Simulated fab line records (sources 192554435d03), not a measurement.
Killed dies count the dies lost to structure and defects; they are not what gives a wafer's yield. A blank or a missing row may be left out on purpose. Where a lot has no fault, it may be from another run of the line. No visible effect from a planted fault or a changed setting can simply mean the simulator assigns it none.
fab line records    flow n5-finfet
[record] lots = 6  wafers = 18  last-day = 18
route steps=1938 shown GATE_CUT@499 PASSIVATION@1936
lots untouched by any fault: they come from a run of this same line in which no faults occurred
start-h: hours from the record's first day to the start of the lot's first wafer shown    wait-h: hours from the lot's prior step to this one    " the same as in the row above    L1.1+2: one row covering several wafers at once    - value missing, or start not given    * or withheld: withheld    < > ~ a bound
route shown NAME@n: NAME is a module with steps in the file, n the number in the route of the first one    usual: average and standard deviation across the fault-free wafers    same: alike in all rows    chamber/n: place in a boat    sites: readings site by site    _std_site: the values' standard deviation    _edge_site: outer sites' mean less inner sites'    radius-mm: for every site, how far away it sits from the centre of the wafer    mask NAME#n: copy n    behind: the tool/chamber that last shaped the wafer    hold: what put the lot on hold/how long, in hours/how the hold closed    device: whichever transistor did not switch (one of n, p or np)    end of line: tests run on the same wafers once the route is complete    for a step that has no rows: nothing shown but its recipe    killed: count of dies lost to structure and defects at first sort (not the wafer's yield)    map: a wafer's dies, x killed, . not, _ none there
set.NAME: setting as actually run; set.NAME@STEP: the setting as run at that earlier step    model.NAME: the simulator's own value behind a step, which no gauge read
certain route steps with their lots: each step a table, each wafer a row
services: when a tool's chamber went out of use (start-h, in hours from the record's first day, below 0 if earlier), for how many hours, and the reason
[[steps]]
[step N5_GATE_CUT_ETCH_19]
[recipe] chemistry = CH3F/O2  target = SiNx  mask-material = SiO2  target-depth-a = 537  time-s = 76.7  pressure-mtorr = 30  source-w = 395  bias-w = 73  Ar_flow_sccm = 150  CH3F_flow_sccm = 30  O2_flow_sccm = 20  ion-energy-ev = 120  ends = cleared
[usual] bias-w = 72.98/0.22  drypump-motor-current-A = 5.7/0.3  etch-rf-on-time-s = 77.7/1.5  oes-product-au = 0.63/0.066  rf-vpp-V = 299/3.2  showerhead-plenum-p-Torr = 2.00/0.069  throttle-valve-pct = 16.42/0.22
lot.wafer  tool         chamber  start-h  wait-h  bias-w  drypump-motor-current-A  etch-rf-on-time-s  oes-product-au  rf-hours-counter-h  rf-vpp-V  showerhead-plenum-p-Torr  throttle-valve-pct
L204.4     rie-diel-05  2        115.06   0.0     72.90   5.9                      78.6               0.64            136                 292       2.00                      16.13
L204.5     "            0        "        "       73.01   5.3                      78.7               0.62            -                   302       2.00                      16.29
L204.6     "            1        "        "       72.97   5.1                      77.5               0.76            -                   296       2.04                      16.04
L208.1     rie-diel-05  1        144.01   0.0     73.14   5.1                      76.3               0.76            26                  298       2.04                      16.08
L208.2     "            0        "        "       73.06   5.3                      76.0               0.65            159                 301       1.99                      16.30
L208.4     "            2        "        "       73.28   5.9                      77.3               0.63            143                 294       2.00                      16.15
L210.1     rie-diel-02  2        153.90   0.0     72.96   5.7                      77.0               0.58            231                 300       2.06                      16.41
L210.4     "            3        "        "       72.86   5.5                      78.5               0.56            250                 298       1.96                      16.73
L210.6     "            2        "        "       72.89   5.7                      77.1               0.59            -                   299       2.06                      16.43
L218.3     rie-diel-04  1        201.11   0.0     72.99   5.9                      77.5               0.61            177                 301       2.08                      16.30
L218.4     "            0        "        "       72.79   5.7                      80.6               0.60            -                   301       1.99                      16.75
L218.5     "            3        "        "       73.42   5.5                      76.2               0.60            -                   301       1.89                      16.67
L221.2     rie-diel-02  1        217.66   0.0     72.76   5.8                      78.7               0.56            248                 297       2.06                      16.47
L221.4     "            1        "        "       72.73   5.8                      78.7               0.57            -                   298       2.06                      16.45
L221.6     "            3        "        "       73.20   5.4                      75.6               0.82            -                   297       1.96                      16.30
L222.1     rie-diel-05  0        224.25   0.0     72.65   5.4                      78.2               0.61            182                 300       1.99                      16.33
L222.4     "            1        "        "       72.84   5.1                      76.5               0.72            49                  297       2.03                      16.12
L222.5     "            3        "        "       72.72   6.3                      77.7               0.79            -                   305       2.13                      16.31
[step N5_GATE_CUT_CUT_ETCH_53]
[recipe] chemistry = SF6/Cl2  target = W  mask-material = SiO2  target-depth-a = 792  pressure-mtorr = 8  icp-w = 900  bias-w = 80  SF6_flow_sccm = 40  Cl2_flow_sccm = 60  ends = cleared
[step N5_GATE_CUT_CUT_ETCH_54]
[recipe] chemistry = Cl2/BCl3  target = TiN  mask-material = SiO2  target-depth-a = 967  pressure-mtorr = 10  icp-w = 1000  bias-w = 126  Cl2_flow_sccm = 53.25  bcl3-flow-sccm = 21.75  Ar_flow_sccm = 25  ends = cleared
[step N5_GATE_CUT_CUT_ETCH_55]
[recipe] chemistry = BCl3  target = HfO2  mask-material = SiO2  target-depth-a = 32  ion-energy-ev = 30  pressure-mtorr = 5  icp-w = 450  bias-w = 18  bcl3-flow-sccm = 80
[usual] bias-w = 18.00/0.057  drypump-motor-current-A = 5.8/0.44  oes-product-au = 0.84/0.11  throttle-valve-pct = 33.03/0.29
lot.wafer  tool          chamber  start-h  wait-h  bias-w  drypump-motor-current-A  oes-product-au  rf-hours-counter-h  throttle-valve-pct
L204.4     rie-metal-02  1        115.30   0.0     17.92   6.4                      0.94            -                   33.10
L204.5     "             0        "        "       17.97   5.0                      0.91            -                   33.12
L204.6     "             1        "        "       17.98   6.5                      0.94            -                   33.12
L208.1     rie-metal-02  1        144.25   0.0     18.06   6.4                      0.91            10                  33.14
L208.2     "             0        "        "       18.17   5.1                      0.90            9                   33.15
L208.4     "             1        "        "       18.06   6.4                      0.92            -                   33.12
L210.1     rie-metal-01  1        154.13   0.0     18.00   6.2                      0.72            66                  33.55
L210.4     "             0        "        "       18.09   5.7                      0.77            -                   32.88
L210.6     "             0        "        "       17.97   5.7                      0.77            -                   32.89
L218.3     rie-metal-03  0        201.34   0.0     18.00   5.7                      0.92            -                   32.85
L218.4     "             1        "        "       18.03   5.8                      0.91            -                   32.56
L218.5     "             0        "        "       18.06   5.7                      0.92            -                   32.84
L221.2     rie-metal-02  0        217.89   0.0     18.00   5.0                      0.85            14                  33.14
L221.4     "             0        "        "       17.92   5.1                      0.85            -                   33.13
L221.6     "             1        "        "       18.00   6.4                      0.88            -                   33.13
L222.1     rie-metal-02  1        224.47   0.0     18.07   6.4                      0.90            15                  33.12
L222.4     "             0        "        "       17.89   5.1                      0.86            -                   33.15
L222.5     "             0        "        "       17.93   5.1                      0.85            -                   33.16
[step N5_GATE_CUT_ETCH_47]
[recipe] chemistry = Cl2/BCl3  target = SiO2  target-depth-a = 100  pressure-mtorr = 10  icp-w = 1000  bias-w = 126  Cl2_flow_sccm = 53.25  bcl3-flow-sccm = 21.75  Ar_flow_sccm = 25
[usual] bias-w = 126.0/0.37  drypump-motor-current-A = 5.8/0.44  oes-product-au = 0.84/0.12  throttle-valve-pct = 22.83/0.22
lot.wafer  tool          chamber  start-h  wait-h  bias-w  drypump-motor-current-A  oes-product-au  rf-hours-counter-h  throttle-valve-pct
L204.4     rie-metal-02  1        115.33   0.0     125.5   6.4                      0.94            -                   22.80
L204.5     "             0        "        "       125.9   5.1                      0.91            -                   22.92
L204.6     "             1        "        "       126.2   6.4                      0.94            -                   22.81
L208.1     rie-metal-02  1        144.28   0.0     126.0   6.4                      0.92            10                  22.81
L208.2     "             0        "        "       125.9   5.1                      0.88            9                   22.94
L208.4     "             1        "        "       126.2   6.4                      0.91            -                   22.81
L210.1     rie-metal-01  1        154.16   0.0     126.5   6.2                      0.71            66                  23.26
L210.4     "             0        "        "       125.5   5.7                      0.76            -                   22.69
L210.6     "             0        "        "       125.7   5.6                      0.76            -                   22.69
L218.3     rie-metal-03  0        201.37   0.0     126.5   5.7                      0.92            -                   22.67
L218.4     "             1        "        "       126.0   5.8                      0.91            -                   22.54
L218.5     "             0        "        "       126.3   5.7                      0.93            -                   22.67
L221.2     rie-metal-02  0        217.92   0.0     126.3   5.1                      0.87            14                  22.98
L221.4     "             0        "        "       127.0   5.1                      0.86            -                   22.96
L221.6     "             1        "        "       126.5   6.4                      0.89            -                   22.81
L222.1     rie-metal-02  1        224.50   0.0     126.3   6.4                      0.89            15                  22.81
L222.4     "             0        "        "       126.3   5.1                      0.86            -                   22.96
L222.5     "             0        "        "       126.5   5.0                      0.86            -                   22.95
[step N5_GATE_CUT_VAPOR_ETCH_48]
[recipe] chemistry = BCl3/Cl2  target = TiN  mode = isotropic
[step N5_GATE_CUT_VAPOR_ETCH_49]
[recipe] chemistry = BCl3/Cl2  target = TiAlC  mode = isotropic
[step N5_GATE_CUT_VAPOR_ETCH_51]
[recipe] chemistry = BCl3/Cl2  target = HfO2  mode = isotropic
[step N5_GATE_CUT_STRIP_21]
[recipe] chemistry = N2/H2  time-s = 30  power-w = 1000  temp-c = 250  pressure-mtorr = withheld  n2-flow-sccm = 1750  h2-flow-sccm = 3250
[usual] drypump-motor-current-A = 5.5/0.54  heater-power-w = 336/10  n2-flow-sccm = 1751/5.4
lot.wafer  tool             chamber  start-h  wait-h  drypump-motor-current-A  heater-power-w  n2-flow-sccm  rf-hours-counter-h
L204.4     plasma-asher-02  0        115.48   0.1     6.2                      331             1745          -
L204.5     "                1        "        "       5.8                      344             1751          -
L204.6     "                0        "        "       6.2                      331             1738          -
L208.1     plasma-asher-02  1        144.42   0.0     5.8                      337             1757          50
L208.2     "                0        "        "       6.2                      333             1761          50
L208.4     "                1        "        "       5.8                      354             1749          -
L210.1     plasma-asher-01  1        154.30   0.0     4.8                      328             1744          104
L210.4     "                1        "        "       4.7                      317             1747          -
L210.6     "                0        "        "       5.7                      353             1756          -
L218.3     plasma-asher-02  1        201.52   0.1     5.8                      343             1754          -
L218.4     "                0        "        "       6.2                      335             1752          -
L218.5     "                1        "        "       5.8                      350             1749          -
L221.2     plasma-asher-01  1        218.06   0.0     4.7                      322             1757          115
L221.4     "                1        "        "       4.7                      323             1757          -
L221.6     "                1        "        "       4.8                      330             1756          -
L222.1     plasma-asher-02  1        224.64   0.0     5.8                      344             1745          67
L222.4     "                0        "        "       6.2                      330             1750          -
L222.5     "                1        "        "       5.8                      341             1741          -
[step N5_GATE_CUT_STRIP_29]
[recipe] chemistry = post-etch-residue-remover  time-s = 60  temp-c = 25  remover-ph = withheld  remover-water-wt-pct = withheld  remover-fluoride-wt-pct = withheld
[step N5_GATE_CUT_SRD_52]
[recipe] dry = ipa-marangoni  time-s = 30  temp-c = 23  rinse-liquid = diw
[step N5_GATE_CUT_ALD_22]
[recipe] material = SiNx  target-thk-a = 160  temp-c = 400  ald-precursor-family = SiH2I2  ald-co-reactant = N2/H2-plasma  pulse-time-s = 1  ald-cycles = 320  purge-time-s = 2  co-reactant-purge-time-s = 2  pressure-torr = 2
[usual] heater-power-w = 817/98  precursor-pulse-height-rel = 1.001/0.02
lot.wafer  tool        chamber  start-h  wait-h  heater-power-w  precursor-pulse-height-rel
L204.4     ald-sin-01  2        115.61   0.0     822             0.986
L204.5     "           1        "        "       881             1.022
L204.6     "           2        "        "       818             0.999
L208.1     ald-sin-03  3        144.57   0.0     946             1.025
L208.2     "           2        "        "       922             1.038
L208.4     "           1        "        "       622             0.949
L210.1     ald-sin-03  1        155.54   1.1     631             1.017
L210.4     "           2        "        "       902             1.008
L210.6     "           1        "        "       631             1.002
L218.3     ald-sin-04  3        201.66   0.0     861             1.017
L218.4     "           0        "        "       666             1.015
L218.5     "           3        "        "       872             0.994
L221.2     ald-sin-04  1        218.22   0.0     722             1.013
L221.4     "           2        "        "       828             1.013
L221.6     "           3        "        "       832             0.991
L222.1     ald-sin-04  3        224.80   0.0     875             0.959
L222.4     "           2        "        "       843             0.981
L222.5     "           2        "        "       847             1.023
[step N5_GATE_CUT_CMP_23]
[recipe] stop-on = SiO2  t-overpolish-s = 23.4  post-cmp-clean = alkaline-brush  down-force-psi = 2.5  platen-rpm = 51.8  pad-velocity-m-s = 1.0307  target-thk-nm = 16
[usual] motor-current-A = 8.9/0.91  overpolish-run-s = 23.400/0.01  platen-rpm = 51.80/0.034  time-to-endpoint-s = 19.2/2.7
lot.wafer  tool    chamber  start-h  wait-h  motor-current-A  overpolish-run-s  platen-rpm  time-to-endpoint-s
L204.4     cmp-01  2        117.25   0.9     8.2              23.405            51.81       20.7
L204.6     "       3        "        "       7.8              23.410            51.83       18.0
L204.5     "       0        "        "       9.6              23.381            51.79       19.8
L208.1     cmp-01  3        146.06   0.8     7.7              23.398            51.73       19.9
L208.4     "       1        "        "       9.7              23.407            53.87       19.9
L208.2     "       2        "        "       8.2              23.406            51.78       21.1
L210.1     cmp-01  0        157.03   0.8     10.2             23.401            51.72       21.3
L210.4     "       3        "        "       8.1              23.395            51.78       19.3
L210.6     "       1        "        "       9.8              23.404            53.84       21.5
L218.3     cmp-02  1        203.19   0.8     8.4              23.400            51.72       20.4
L218.4     "       3        "        "       9.5              23.402            51.84       19.4
L218.5     "       1        "        "       8.4              23.405            51.74       16.8
L221.4     cmp-01  1        219.71   0.8     9.5              23.397            51.77       22.3
L221.2     "       3        "        "       7.8              23.388            51.78       22.5
L221.6     "       2        "        "       8.4              23.414            51.80       23.1
L222.1     cmp-01  3        226.29   0.8     8.3              23.398            51.86       20.1
L222.4     "       1        "        "       9.9              23.399            51.86       23.0
L222.5     "       3        "        "       7.9              23.391            51.83       18.8
[step N5_GATE_CUT_THK_MEAS_24]
[recipe] reads = SiO2_of_GATE_CUT_HM_DEP_46+SiO2_flowable_of_ILD0_FCVD_FILL_01
[usual] GC_FILL_THK = 219.5/2.1
lot.wafer  tool           chamber  start-h  wait-h  GC_FILL_THK[nm]
L204.4     film-metro-02  -        117.43   -       218.9
L204.5     "              -        "        "       217.6
L204.6     "              -        "        "       217.3
L208.1     film-metro-01  -        146.35   -       219.4
L208.2     "              -        "        "       219.0
L208.4     "              -        "        "       219.7
L210.1     film-metro-02  -        157.32   -       219.6
L210.4     "              -        "        "       223.6
L210.6     "              -        "        "       221.1
L218.3     film-metro-02  -        203.44   -       221.4
L218.4     "              -        "        "       222.2
L218.5     "              -        "        "       222.6
L221.2     film-metro-02  -        220.00   -       220.9
L221.4     "              -        "        "       222.6
L221.6     "              -        "        "       222.6
L222.1     film-metro-02  -        226.58   -       216.1
L222.4     "              -        "        "       218.4
L222.5     "              -        "        "       217.9
[step N5_PASSIVATION_PROBE_49]
[usual] killed_at_M0_to_M3 = 35/11  killed_at_M4_up = 14/5.4  killed-at-contacts = 13/6  killed-at-front-end = 38/11  killed-at-other = 3.4/2.6  killed-dies = 104/19  killed-open = 68/13  killed-short = 34/8.5
[same] gross-dies = 1180  killed-at-back-side = 0
lot.wafer  tool       chamber  start-h  wait-h  killed_at_M0_to_M3  killed_at_M4_up  killed-at-contacts  killed-at-front-end  killed-at-other  killed-dies  killed-open  killed-short
L208.1     prober-02  -        362.59   0.0     45                  12               4                   30                   2                93           54           38
L208.2     prober-02  -        362.64   0.1     46                  11               4                   50                   3                114          66           48
L208.4     prober-02  -        362.74   0.2     48                  14               8                   34                   7                111          66           43
L210.1     prober-01  -        367.12   0.0     40                  17               23                  54                   3                137          107          30
L210.4     prober-01  -        367.27   0.2     38                  10               14                  28                   2                92           61           31
L210.6     prober-01  -        367.37   0.3     51                  18               21                  43                   3                136          95           41
L221.2     prober-01  -        436.58   0.1     25                  15               8                   43                   3                94           65           27
L221.4     prober-01  -        436.68   0.2     23                  12               8                   39                   5                87           50           34
L221.6     prober-01  -        436.78   0.3     26                  16               13                  43                   0                98           58           39
// killed by level:class
L208.1 BEOL_M0_SAQP:geometric-particle:short=10 FIN_SAQP:geometric-particle:short=7 BEOL_M0_SAQP:geometric-particle:open=7 BEOL_M2:geometric-particle:open=7 FIN_SAQP:geometric-particle:open=6 BEOL_M1:geometric-particle:short=6 BEOL_M1:geometric-particle:open=5 BEOL_M4:geometric-particle:open=5
L208.2 BEOL_M0_SAQP:geometric-particle:short=17 BEOL_M0_SAQP:geometric-particle:open=15 FIN_SAQP:geometric-particle:open=13 STI_FIN_REVEAL:geometric-particle:open=11 FIN_SAQP:geometric-particle:short=8 BEOL_M4:geometric-particle:open=8 STARTING-WAFER:geometric-particle:short=7 BEOL_M3:geometric-particle:short=6
L208.4 BEOL_M0_SAQP:geometric-particle:short=18 BEOL_M0_SAQP:geometric-particle:open=10 FIN_SAQP:geometric-particle:open=9 BEOL_M4:geometric-particle:open=8 MOL_CONTACT_COAG:geometric-particle:open=7 FIN_SAQP:geometric-particle:short=5 STI_FIN_REVEAL:geometric-particle:open=5 BEOL_M2:geometric-particle:open=5
L210.1 MOL_CONTACT_COAG:geometric-particle:open=20 FIN_SAQP:geometric-particle:open=17 STI_FIN_REVEAL:geometric-particle:open=17 BEOL_M0_SAQP:geometric-particle:short=12 BEOL_M0_SAQP:geometric-particle:open=9 BEOL_M4:geometric-particle:open=8 BEOL_M3:geometric-particle:open=8 DUMMY_GATE:geometric-particle:open=4
L210.4 BEOL_M0_SAQP:geometric-particle:open=10 MOL_CONTACT_COAG:geometric-particle:open=9 BEOL_M3:geometric-particle:open=8 BEOL_M1:geometric-particle:open=7 BEOL_M0_SAQP:geometric-particle:short=5 GATE_CUT:geometric-particle:short=5 MOL_CONTACT_COAG:geometric-particle:short=5 FIN_SAQP:geometric-particle:short=4
L210.6 MOL_CONTACT_COAG:geometric-particle:open=18 FIN_SAQP:geometric-particle:open=16 BEOL_M0_SAQP:geometric-particle:open=13 BEOL_M3:geometric-particle:open=13 STI_FIN_REVEAL:geometric-particle:open=10 BEOL_M0_SAQP:geometric-particle:short=10 BEOL_M4:geometric-particle:open=7 BEOL_M1:geometric-particle:short=6
L221.2 FIN_SAQP:geometric-particle:open=11 BEOL_M3:geometric-particle:open=6 MOL_CONTACT_COAG:geometric-particle:open=6 BEOL_M2:geometric-particle:open=6 BEOL_M4:geometric-particle:open=6 STI_FIN_REVEAL:geometric-particle:open=5 BEOL_M1:geometric-particle:open=5 FIN_SAQP:geometric-particle:short=4
L221.4 GATE_CUT:geometric-particle:short=12 FIN_SAQP:geometric-particle:short=5 MOL_CONTACT_COAG:geometric-particle:open=5 BEOL_M0_SAQP:geometric-particle:open=5 BEOL_M3:geometric-particle:open=5 BEOL_M4:geometric-particle:open=5 STI_FIN_REVEAL:geometric-particle:open=4 GATE_CUT:geometric-particle:open=4
L221.6 STI_FIN_REVEAL:geometric-particle:open=9 FIN_SAQP:geometric-particle:short=8 MOL_CONTACT_COAG:geometric-particle:open=8 FIN_SAQP:geometric-particle:open=7 GATE_CUT:geometric-particle:short=6 BEOL_M0_SAQP:geometric-particle:short=6 MOL_CONTACT_COAG:geometric-particle:short=5 BEOL_M3:geometric-particle:open=5
[[services]]
tool             chamber  start-h  hours  kind
cmp-01           -        91.85    1.7    repair
ald-sin-04       1        111.15   -      calibration
ald-sin-01       3        111.29   1.9    repair
rie-diel-05      2        115.35   6.4    repair
rie-metal-03     1        119.22   8.1    repair
rie-diel-04      3        129.24   4.7    repair
rie-diel-05      3        129.79   4.6    repair
cmp-02           -        131.24   4.0    pm
rie-diel-05      3        150.30   -      clean
rie-diel-05      3        150.30   -      consumable-replace:focus-ring
rie-diel-05      3        150.30   -      consumable-replace:showerhead
cmp-01           -        152.68   1.9    repair
cmp-02           -        156.04   6.4    pm
rie-diel-02      3        158.29   9.1    repair
ald-sin-04       -        176.75   14.0   pm
ald-sin-03       2        182.84   6.7    repair
cmp-02           -        183.32   16.4   pm
cmp-01           -        183.94   1.7    repair
plasma-asher-02  -        184.19   3.2    repair
rie-diel-02      1        189.70   2.6    repair
cmp-02           -        200.38   0.2    repair
cmp-01           -        200.65   5.8    pm
rie-diel-04      0        207.73   1.7    repair
cmp-01           -        213.24   2.2    repair
[[key]]
[first-sign] step = N5_GATE_CUT_CMP_23  reading = platen-rpm  direction = up  sigmas = 61  usual = 51.80  struck = 53.86
effect none on later readings
met-at N5_GATE_CUT_CMP_23
struck-wafers L208.4,L210.6
tester-left-out L208,L210
[fault] kind = process-parameter-drift  tool = cmp-01  chamber = 1  onset-h = 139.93  steps = N5_GATE_CUT_CMP_23  channel = platen-rpm  offset = 2.072  shape = step  end-h = 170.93  acts-in = these-recipes-only  stated = 51.8
// tester-left-out: of these lots the tester's yield and bins aren't shown, on N5 and GAA mostly nor the transistor test; their killed dies are dies lost to structure and defects alone, not to doping, threshold or leakage, so they don't give the yield
